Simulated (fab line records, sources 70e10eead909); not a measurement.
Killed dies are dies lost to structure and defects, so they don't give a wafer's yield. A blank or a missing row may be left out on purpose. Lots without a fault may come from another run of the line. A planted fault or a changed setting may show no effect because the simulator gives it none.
Chamber matching | flow nand_harc | NHARC_A_ONON_D2_DEP_33 on pecvd-03: 3 sister chambers
The step deposits SiO2, target thk 200 nm. 3 wafers are shown with their chamber, then 11 later ones without.

WAFERS WITH THEIR CHAMBER
wafer  | chamber | heater_power_w (W)
L087.2 | 1       | 472
L091.3 | 0       | 694
L094.2 | 2       | 685

WAFERS WITHOUT THEIR CHAMBER
wafer  | heater_power_w (W)
L094.4 | 457
L094.6 | 734
L095.1 | 436
L095.2 | 755
L095.4 | 661
L095.3 | 649
L095.5 | 445
L095.6 | 745
L096.2 | 769
L096.3 | 420
L096.5 | 441

WHICH CHAMBER EACH WENT THROUGH
wafer  | from the rows above     | in truth
L094.4 | 1                       | 1
L094.6 | can't be placed: 0 or 2 | 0
L095.1 | 1                       | 1
L095.2 | can't be placed: 0 or 2 | 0
L095.4 | can't be placed: 2 or 0 | 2
L095.3 | can't be placed: 2 or 0 | 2
L095.5 | 1                       | 1
L095.6 | can't be placed: 0 or 2 | 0
L096.2 | can't be placed: 0 or 2 | 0
L096.3 | 1                       | 1
L096.5 | 1                       | 1
Placed correctly: 5 of 11. Can't be placed from these rows: 6 (the true chamber is among the candidates in 6). Placed wrongly: 0.
How it was worked out, from the rows above alone: a wafer's distance from a chamber is the root of the sum, over the readings, of the square of ((its reading less the chamber's mean) divided by the reading's scatter). The wafer belongs to the nearest chamber; if the next one is less than 2 further off, it can't be placed. A chamber's mean is the mean of its shown wafers. The scatter: with one shown wafer a chamber, the root of the mean of the squares of how far each hidden wafer lies from its nearest shown one.
